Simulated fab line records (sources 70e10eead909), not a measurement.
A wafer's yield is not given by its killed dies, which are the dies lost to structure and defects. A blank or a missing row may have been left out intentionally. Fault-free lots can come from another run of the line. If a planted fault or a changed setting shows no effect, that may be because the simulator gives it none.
fab line records | flow nand-harc
record lots=5 | wafers=15 | last-day=32
route steps=1302 shown P_M0@272 P_M1@285
lots untouched by any fault: they come from a run of this same line in which no faults occurred
start-h: hours from the record's opening day to when the first of the lot's shown wafers began | wait-h: how many hours have passed since the lot's step before this one | " unchanged from the row above | L1.1+2: a row that stands for several wafers | - either no value or no given start | * or withheld: withheld | < > ~ a bound
route shown NAME@n: a module of which the file shows steps, and the number in the route of the first | usual: mean/standard deviation taken from wafers without a fault | same: alike in all rows | chamber/n: place in a boat | sites: readings site by site | _std_site: how widely they spread, as a standard deviation | _edge_site: mean of outer sites minus mean of inner sites | radius-mm: how far each site lies from the wafer's centre | mask NAME#n: copy n | behind: tool/chamber where the wafer was last shaped | hold: cause of the lot's hold/its duration in hours/its outcome | device: names the non-switching transistor (n, p or np) | end of line: tests run on the same wafers once the route is complete | where a step has no rows: the recipe by itself | killed: count of dies lost to structure and defects at first sort (not the wafer's yield) | map: shows each die of a wafer: x if killed, . if not, _ if none is there
set.NAME: the run value of the setting; set.NAME@STEP: its run value at that earlier step | model.NAME: the simulator's own value behind a step, which no gauge read
lots seen at some steps along the route; tables by step, rows by wafer
services: a tool's chamber out of use, with start hour (start-h, from the record's first day; less than 0 if before it), hours out, and reason
## steps
# step NHARC_P_M0_DEGAS_28
# recipe temp-c=250 | time-s=60
# usual heater-power-w=353/35
# same time-s=60
lot.wafer | tool           | chamber | start-h | wait-h | heater-power-w
L075.3    | pvd-sputter-01 | -       | 137.29  | -      | 368
L075.4    | "              | -       | "       | "      | 356
L075.5    | "              | -       | "       | "      | 385
L079.1    | pvd-sputter-02 | -       | 170.37  | -      | 308
L079.5    | "              | -       | "       | "      | 387
L079.6    | "              | -       | "       | "      | 352
L089.4    | pvd-sputter-03 | -       | 285.17  | -      | 266
L089.2    | "              | -       | "       | "      | 331
L089.3    | "              | -       | "       | "      | 380
L090.2    | pvd-sputter-03 | -       | 286.83  | -      | 354
L090.4    | "              | -       | "       | "      | 324
L090.6    | "              | -       | "       | "      | 345
L093.3    | pvd-sputter-01 | -       | 308.98  | -      | 359
L093.1    | "              | -       | "       | "      | 375
L093.4    | "              | -       | "       | "      | 376
# step NHARC_P_M0_PRE_CLEAN_29
# recipe time-s=30 | temp-c=280 | gas=H2/He
# usual heater-power-w=430/44
# same time-s=30
lot.wafer | tool           | chamber | start-h | wait-h | heater-power-w
L075.4    | pvd-sputter-01 | -       | -       | -      | 464
L075.3    | "              | -       | "       | "      | 459
L075.5    | "              | -       | "       | "      | 458
L079.1    | pvd-sputter-02 | -       | -       | -      | 384
L079.5    | "              | -       | "       | "      | 435
L079.6    | "              | -       | "       | "      | 452
L089.2    | pvd-sputter-03 | -       | -       | -      | 437
L089.3    | "              | -       | "       | "      | 329
L089.4    | "              | -       | "       | "      | 466
L090.4    | pvd-sputter-03 | -       | -       | -      | 434
L090.2    | "              | -       | "       | "      | 479
L090.6    | "              | -       | "       | "      | 426
L093.1    | pvd-sputter-01 | -       | -       | -      | 410
L093.3    | "              | -       | "       | "      | 460
L093.4    | "              | -       | "       | "      | 447
# step NHARC_P_M0_PVD_20
# recipe target-thk-a=50 | bias-v=168.6 | power-w=15000 | chamber-pressure-pa=0.12 | time-s=8.06 | substrate-temp-c=50 | material=TaN
# usual cathode-dc-power-W=15000/2.7 | throttle-valve-pct=30.0/0.66
# same time-s=8.06
lot.wafer | tool           | chamber | start-h | wait-h | cathode-dc-power-W | throttle-valve-pct
L075.3    | pvd-sputter-01 | -       | -       | -      | 15000              | 29.4
L075.4    | "              | -       | "       | "      | 14998              | 29.3
L075.5    | "              | -       | "       | "      | 15000              | 29.3
L079.1    | pvd-sputter-02 | -       | -       | -      | 14997              | 30.8
L079.6    | "              | -       | "       | "      | 14998              | 30.9
L079.5    | "              | -       | "       | "      | 15003              | 30.6
L089.2    | pvd-sputter-03 | -       | -       | -      | 15001              | 29.5
L089.4    | "              | -       | "       | "      | 15000              | 30.4
L089.3    | "              | -       | "       | "      | 15004              | 30.8
L090.4    | pvd-sputter-03 | -       | -       | -      | 14995              | 30.0
L090.2    | "              | -       | "       | "      | 14998              | 30.9
L090.6    | "              | -       | "       | "      | 15004              | 29.2
L093.3    | pvd-sputter-01 | -       | -       | -      | 14998              | 30.0
L093.1    | "              | -       | "       | "      | 15001              | 30.2
L093.4    | "              | -       | "       | "      | 15000              | 29.4
# step NHARC_P_M0_PVD_21
# recipe target-thk-a=300 | chamber-pressure-pa=5 | power-w=5000 | substrate-temp-c=30 | time-s=20.49 | material=Cu
# usual cathode-dc-power-W=5000.0/0.89 | throttle-valve-pct=30.1/0.65
# same time-s=20.49
lot.wafer | tool           | chamber | start-h | wait-h | cathode-dc-power-W | throttle-valve-pct
L075.3    | pvd-sputter-01 | -       | -       | -      | 5002.1             | 29.7
L075.4    | "              | -       | "       | "      | 5000.0             | 29.3
L075.5    | "              | -       | "       | "      | 5001.5             | 29.2
L079.1    | pvd-sputter-02 | -       | -       | -      | 4998.6             | 30.7
L079.6    | "              | -       | "       | "      | 4999.4             | 29.2
L079.5    | "              | -       | "       | "      | 4999.5             | 30.6
L089.4    | pvd-sputter-03 | -       | -       | -      | 5000.2             | 31.0
L089.2    | "              | -       | "       | "      | 4999.0             | 30.2
L089.3    | "              | -       | "       | "      | 4999.5             | 30.3
L090.2    | pvd-sputter-03 | -       | -       | -      | 4999.1             | 31.0
L090.4    | "              | -       | "       | "      | 5001.1             | 29.5
L090.6    | "              | -       | "       | "      | 4998.7             | 31.1
L093.3    | pvd-sputter-01 | -       | -       | -      | 5000.1             | 28.1
L093.1    | "              | -       | "       | "      | 5000.6             | 30.5
L093.4    | "              | -       | "       | "      | 4998.6             | 30.0
# step NHARC_P_M0_ECD_22
# recipe target-thk-a=4000 | bath-temp-c=25 | material=Cu
lot.wafer  | tool      | chamber | start-h | wait-h
L075.3+4+5 | ecd-cu-01 | 1,0,0   | 137.74  | -
L079.1+6+5 | ecd-cu-02 | 0,0,1   | 170.71  | -
L089.2+3+4 | ecd-cu-01 | 1,1,0   | 285.53  | -
L090.2+4+6 | ecd-cu-02 | 1,1,0   | 287.24  | -
L093.1+3+4 | ecd-cu-01 | 1,0,1   | 309.39  | -
# step NHARC_P_M0_ANNEAL_30
# recipe temp-c=225 | time-s=90
# usual wafer_temp_C_max=226.2/0.35
# same time-s=90
lot.wafer | tool          | chamber | start-h | wait-h | wafer_temp_C_max
L075.3    | rtp-anneal-02 | 0       | 138.13  | -      | 226.7
L075.4    | "             | 0       | "       | "      | 227.1
L075.5    | "             | 0       | "       | "      | 226.6
L079.1    | rtp-anneal-01 | 0       | 171.09  | -      | 226.1
L079.5    | "             | 0       | "       | "      | 225.8
L079.6    | "             | 0       | "       | "      | 225.9
L089.2    | rtp-anneal-02 | 0       | 286.02  | 0.4    | 227.1
L089.3    | "             | 0       | "       | "      | 226.1
L089.4    | "             | 0       | "       | "      | 226.1
L090.2    | rtp-anneal-01 | 0       | 287.62  | 0.3    | 226.1
L090.4    | "             | 0       | "       | "      | 225.6
L090.6    | "             | 0       | "       | "      | 225.8
L093.1    | rtp-anneal-02 | 0       | 309.72  | 0.3    | 226.5
L093.3    | "             | 0       | "       | "      | 227.0
L093.4    | "             | 0       | "       | "      | 226.9
# step NHARC_P_M0_CMP_23
# recipe t-overpolish-s=20 | target-thk-nm=117.54
# usual motor-current-A=12.2/1.4 | time-to-endpoint-s=29/3.5
lot.wafer | tool   | chamber | start-h | wait-h | motor-current-A | time-to-endpoint-s
L075.3    | cmp-04 | 3       | 138.40  | -      | 13.0            | 29
L075.4    | "      | 0       | "       | "      | 10.7            | 25
L075.5    | "      | 2       | "       | "      | 9.7             | 23
L079.1    | cmp-01 | 2       | 171.52  | -      | 11.7            | 30
L079.5    | "      | 3       | "       | "      | 12.5            | 30
L079.6    | "      | 0       | "       | "      | 13.2            | 29
L089.4    | cmp-02 | 1       | 286.56  | -      | 13.7            | 23
L089.3    | "      | 3       | "       | "      | 11.9            | 26
L089.2    | "      | 0       | "       | "      | 11.9            | 31
L090.4    | cmp-01 | 1       | 287.96  | -      | 9.4             | 29
L090.2    | "      | 2       | "       | "      | 11.4            | 27
L090.6    | "      | 0       | "       | "      | 14.2            | 27
L093.3    | cmp-01 | 0       | 310.07  | -      | 13.6            | 29
L093.1    | "      | 1       | "       | "      | 10.2            | 30
L093.4    | "      | 2       | "       | "      | 11.2            | 30
# step NHARC_P_M0_THK_MEAS_24
# recipe thk-meas-gauge=xrf
# usual thk-nm=117.8/1.9
lot.wafer | tool          | chamber | start-h | wait-h | thk-nm
L075.3    | film-metro-02 | -       | 138.69  | -      | 116.3
L075.4    | "             | -       | "       | "      | 114.1
L075.5    | "             | -       | "       | "      | 117.2
L079.1    | film-metro-01 | -       | 171.75  | -      | 117.6
L079.5    | "             | -       | "       | "      | 119.3
L079.6    | "             | -       | "       | "      | 116.0
L089.2    | film-metro-01 | -       | 286.88  | -      | 120.3
L089.3    | "             | -       | "       | "      | 118.2
L089.4    | "             | -       | "       | "      | 116.4
L090.2    | film-metro-01 | -       | 288.23  | -      | 119.6
L090.4    | "             | -       | "       | "      | 117.5
L090.6    | "             | -       | "       | "      | 121.1
L093.1    | film-metro-01 | -       | 310.38  | -      | 117.5
L093.3    | "             | -       | "       | "      | 116.9
L093.4    | "             | -       | "       | "      | 118.0
# step NHARC_P_M0_SRD_25
lot.wafer  | tool         | chamber | start-h | wait-h
L075.4+3+5 | wet-bench-08 | 6,7,1   | 138.73  | 0.0
L079.1+6+5 | wet-bench-08 | 1,4,5   | 171.79  | 0.0
L089.4+3+2 | wet-bench-08 | 3,4,6   | 286.92  | 0.0
L090.6+2+4 | wet-bench-10 | 1,2,5   | 288.27  | 0.0
L093.4+3+1 | wet-bench-10 | 0,2,3   | 310.43  | 0.0
# step NHARC_P_M0_INSPECT_27
# usual raw-defect-count=273/81
lot.wafer | tool              | chamber | start-h | wait-h | raw-defect-count
L075.3    | defect-inspect-01 | -       | 138.84  | 0.0    | 321
L075.4    | "                 | -       | "       | "      | 278
L075.5    | "                 | -       | "       | "      | 291
L079.1    | defect-inspect-01 | -       | 171.90  | 0.0    | 330
L079.5    | "                 | -       | "       | "      | 261
L079.6    | "                 | -       | "       | "      | 148
L089.2    | defect-inspect-02 | -       | 287.03  | 0.0    | 283
L089.3    | "                 | -       | "       | "      | 259
L089.4    | "                 | -       | "       | "      | 350
L090.2    | defect-inspect-02 | -       | 288.38  | 0.0    | 321
L090.4    | "                 | -       | "       | "      | 245
L090.6    | "                 | -       | "       | "      | 211
L093.1    | defect-inspect-02 | -       | 310.54  | 0.0    | 278
L093.3    | "                 | -       | "       | "      | 352
L093.4    | "                 | -       | "       | "      | 198
# step NHARC_P_M0_PRE_CLEAN_31
# recipe time-s=12 | temp-c=370 | rf-power-w=300 | gas=NH3
# usual heater-power-w=637/69
# same time-s=12
lot.wafer | tool     | chamber | start-h | wait-h | heater-power-w
L075.3    | pecvd-02 | 1       | 138.94  | 0.1    | 635
L075.4    | "        | 2       | "       | "      | 605
L075.5    | "        | 1       | "       | "      | 650
L079.1    | pecvd-04 | 0       | 171.98  | 0.1    | 689
L079.6    | "        | 0       | "       | "      | 677
L079.5    | "        | 1       | "       | "      | 574
L089.2    | pecvd-02 | 2       | 287.10  | 0.1    | 616
L089.3    | "        | 2       | "       | "      | 630
L089.4    | "        | 1       | "       | "      | 540
L090.2    | pecvd-01 | 0       | 288.48  | 0.1    | 624
L090.4    | "        | 1       | "       | "      | 661
L090.6    | "        | 2       | "       | "      | 617
L093.1    | pecvd-04 | 2       | 310.62  | 0.1    | 598
L093.3    | "        | 0       | "       | "      | 560
L093.4    | "        | 2       | "       | "      | 598
# step NHARC_P_M0_DEP_32
# recipe target-thk-a=300 | temp-c=370 | target-thk-nm=30 | pressure-torr=3 | flow-sccm=200 | rf-w=450 | material=SiCN
# usual heater-power-w=584/58
lot.wafer | tool     | chamber | start-h | wait-h | heater-power-w
L075.3    | pecvd-02 | 1       | 139.07  | 0.1    | 570
L075.4    | "        | 2       | "       | "      | 487
L075.5    | "        | 1       | "       | "      | 593
L079.1    | pecvd-04 | 0       | 172.09  | 0.1    | 581
L079.6    | "        | 0       | "       | "      | 596
L079.5    | "        | 1       | "       | "      | 604
L089.2    | pecvd-02 | 2       | 287.22  | 0.1    | 564
L089.3    | "        | 2       | "       | "      | 556
L089.4    | "        | 1       | "       | "      | 514
L090.2    | pecvd-01 | 0       | 288.62  | 0.1    | 566
L090.4    | "        | 1       | "       | "      | 586
L090.6    | "        | 2       | "       | "      | 633
L093.1    | pecvd-04 | 2       | 310.73  | 0.1    | 573
L093.3    | "        | 0       | "       | "      | 572
L093.4    | "        | 2       | "       | "      | 558
# step NHARC_P_M1_DEP_00
# recipe target-thk-a=1825 | target-thk-nm=182.5 | temp-c=withheld | pressure-torr=5 | flow-sccm=200 | rf-w=600 | material=SiOC
lot.wafer  | tool     | chamber | start-h | wait-h
L075.3+4+5 | pecvd-04 | 2,1,0   | 139.45  | -
L079.1+6+5 | pecvd-01 | 0,0,1   | 172.51  | -
L089.3+2+4 | pecvd-01 | 1,2,2   | 287.76  | 0.3
L090.2+6+4 | pecvd-01 | 2,1,2   | -       | -
L093.3+1+4 | pecvd-02 | 2,1,1   | 311.10  | -
# step NHARC_P_M1_DEHYDRATE_01
# recipe temp-c=150 | time-s=120
# usual plate-temp-C=150.04/0.16
# same time-s=120
lot.wafer | tool           | chamber | start-h | wait-h | plate-temp-C
L075.3    | litho-track-04 | 0       | 139.81  | -      | 150.15
L075.4    | "              | 0       | "       | "      | 150.17
L075.5    | "              | 0       | "       | "      | 150.37
L079.1    | litho-track-01 | 0       | 172.86  | -      | 150.13
L079.5    | "              | 0       | "       | "      | 149.94
L079.6    | "              | 0       | "       | "      | 149.95
L089.2    | litho-track-06 | 0       | 288.16  | -      | 150.11
L089.3    | "              | 0       | "       | "      | 150.05
L089.4    | "              | 0       | "       | "      | 149.90
L090.2    | litho-track-04 | 0       | 289.33  | -      | 149.76
L090.4    | "              | 0       | "       | "      | 149.94
L090.6    | "              | 0       | "       | "      | 149.79
L093.1    | litho-track-01 | 0       | 311.50  | -      | 150.04
L093.3    | "              | 0       | "       | "      | 149.90
L093.4    | "              | 0       | "       | "      | 149.73
# step NHARC_P_M1_HMDS_02
# recipe time-s=30
# same time-s=30
lot.wafer  | tool           | chamber | start-h | wait-h
L075.3+4+5 | litho-track-04 | 0       | -       | -
L079.1+5+6 | litho-track-01 | 0       | -       | -
L089.2+3+4 | litho-track-06 | 0       | -       | -
L090.2+4+6 | litho-track-04 | 0       | -       | -
L093.1+3+4 | litho-track-01 | 0       | -       | -
# step NHARC_P_M1_COAT_34
# recipe temp-c=200 | time-s=65
# usual plate-temp-C=200.00/0.15
# same time-s=65
lot.wafer | tool           | chamber | start-h | wait-h | plate-temp-C
L075.3    | litho-track-04 | 0       | -       | -      | 199.90
L075.4    | "              | 0       | "       | "      | 200.16
L075.5    | "              | 0       | "       | "      | 199.99
L079.1    | litho-track-01 | 0       | -       | -      | 199.87
L079.5    | "              | 0       | "       | "      | 200.01
L079.6    | "              | 0       | "       | "      | 200.07
L089.2    | litho-track-06 | 0       | -       | -      | 199.97
L089.3    | "              | 0       | "       | "      | 200.04
L089.4    | "              | 0       | "       | "      | 199.88
L090.2    | litho-track-04 | 0       | -       | -      | 200.13
L090.4    | "              | 0       | "       | "      | 200.05
L090.6    | "              | 0       | "       | "      | 200.08
L093.1    | litho-track-01 | 0       | -       | -      | 200.15
L093.3    | "              | 0       | "       | "      | 199.92
L093.4    | "              | 0       | "       | "      | 200.06
# step NHARC_P_M1_COAT_03
# recipe spin-rpm=1500 | resist-thk-nm=90
lot.wafer  | tool           | chamber | start-h | wait-h
L075.3+4+5 | litho-track-04 | 0       | -       | -
L079.1+5+6 | litho-track-01 | 0       | -       | -
L089.2+3+4 | litho-track-06 | 0       | -       | -
L090.2+4+6 | litho-track-04 | 0       | -       | -
L093.1+3+4 | litho-track-01 | 0       | -       | -
# step NHARC_P_M1_SOFTBAKE_04
# recipe temp-c=105 | time-s=55
# usual plate-temp-C=105.03/0.13
# same time-s=55
lot.wafer | tool           | chamber | start-h | wait-h | plate-temp-C
L075.3    | litho-track-04 | 0       | -       | -      | 105.02
L075.4    | "              | 0       | "       | "      | 105.12
L075.5    | "              | 0       | "       | "      | 104.83
L079.1    | litho-track-01 | 0       | -       | -      | 105.07
L079.5    | "              | 0       | "       | "      | 105.06
L079.6    | "              | 0       | "       | "      | 105.18
L089.2    | litho-track-06 | 0       | -       | -      | 104.81
L089.3    | "              | 0       | "       | "      | 104.76
L089.4    | "              | 0       | "       | "      | 104.98
L090.2    | litho-track-04 | 0       | -       | -      | 104.81
L090.4    | "              | 0       | "       | "      | 104.86
L090.6    | "              | 0       | "       | "      | 104.92
L093.1    | litho-track-01 | 0       | -       | -      | 105.22
L093.3    | "              | 0       | "       | "      | 105.18
L093.4    | "              | 0       | "       | "      | 105.31
# step NHARC_P_M1_EBR_05
lot.wafer  | tool           | chamber | start-h | wait-h
L075.3+4+5 | litho-track-04 | 0       | -       | -
L079.1+5+6 | litho-track-01 | 0       | -       | -
L089.2+3+4 | litho-track-06 | 0       | -       | -
L090.2+4+6 | litho-track-04 | 0       | -       | -
L093.1+3+4 | litho-track-01 | 0       | -       | -
# step NHARC_P_M1_EXPOSE_06
# recipe na=1.35 | target-cd-nm=130 | dose-mj=81.88 | mask-id=P_M1
lot.wafer  | tool            | chamber | start-h | wait-h | mask
L075.3+4+5 | arfi-scanner-02 | 0       | 139.99  | -      | P_M1#0
L079.1+5+6 | arfi-scanner-03 | 0       | 173.15  | -      | P_M1#0
L089.2+3+4 | arfi-scanner-01 | 0       | 288.46  | -      | P_M1#0
L090.2+4+6 | arfi-scanner-03 | 0       | 289.62  | -      | P_M1#0
L093.1+3+4 | arfi-scanner-03 | 0       | 311.79  | -      | P_M1#0
# step NHARC_P_M1_PEB_07
# recipe peb-temp-c=100 | peb-time-s=65
# usual plate-temp-C=100.00/0.15
# same peb-time-s=65
lot.wafer | tool           | chamber | start-h | wait-h | plate-temp-C
L075.3    | litho-track-01 | 0       | 140.05  | 0.1    | 99.99
L075.4    | "              | 0       | "       | "      | 100.23
L075.5    | "              | 0       | "       | "      | 100.10
L079.1    | litho-track-01 | 0       | 173.21  | 0.1    | 99.95
L079.5    | "              | 0       | "       | "      | 99.90
L079.6    | "              | 0       | "       | "      | 100.14
L089.2    | litho-track-01 | 0       | 288.51  | 0.1    | 99.99
L089.3    | "              | 0       | "       | "      | 100.08
L089.4    | "              | 0       | "       | "      | 99.92
L090.2    | litho-track-06 | 0       | 289.68  | 0.1    | 100.00
L090.4    | "              | 0       | "       | "      | 99.88
L090.6    | "              | 0       | "       | "      | 100.04
L093.1    | litho-track-04 | 0       | 311.85  | 0.1    | 99.84
L093.3    | "              | 0       | "       | "      | 99.82
L093.4    | "              | 0       | "       | "      | 99.70
# step NHARC_P_M1_DEVELOP_08
# recipe develop-time-s=35 | dev-temp-c=23
lot.wafer  | tool           | chamber | start-h | wait-h
L075.3+4+5 | litho-track-01 | 0       | -       | -
L079.1+5+6 | litho-track-01 | 0       | -       | -
L089.2+3+4 | litho-track-01 | 0       | -       | -
L090.2+4+6 | litho-track-06 | 0       | -       | -
L093.1+3+4 | litho-track-04 | 0       | -       | -
## services
tool           | chamber | start-h | hours | kind
wet-bench-08   | -       | 118.40  | 8.0   | pm
pecvd-01       | -       | 130.34  | 13.0  | pm
pvd-sputter-03 | -       | 131.58  | 9.0   | repair
ecd-cu-01      | -       | 132.68  | 0.5   | repair
cmp-01         | -       | 134.40  | 1.3   | repair
wet-bench-08   | -       | 140.16  | 1.4   | repair
pecvd-04       | -       | 143.21  | 2.2   | repair
pvd-sputter-03 | -       | 143.44  | 17.0  | repair
cmp-01         | -       | 146.87  | 2.2   | repair
litho-track-01 | -       | 155.00  | 7.0   | pm
pvd-sputter-03 | -       | 170.00  | 10.0  | pm
litho-track-06 | -       | 179.00  | 7.0   | pm
litho-track-04 | -       | 203.00  | 7.0   | pm
pecvd-01       | 2       | 210.51  | 18.0  | repair
pecvd-02       | 0       | 220.34  | 3.9   | repair
pvd-sputter-01 | -       | 226.00  | 10.0  | pm
pecvd-02       | -       | 227.26  | 13.0  | pm
pecvd-02       | 1       | 249.73  | 14.4  | repair
pvd-sputter-02 | -       | 259.39  | 2.7   | repair
pecvd-04       | 1       | 267.86  | 4.9   | repair
pecvd-04       | -       | 269.00  | 13.0  | pm
pecvd-02       | 0       | 280.37  | 8.9   | repair
pvd-sputter-02 | -       | 282.00  | 10.0  | pm
pecvd-01       | -       | 311.38  | 13.0  | pm
## key
fault none
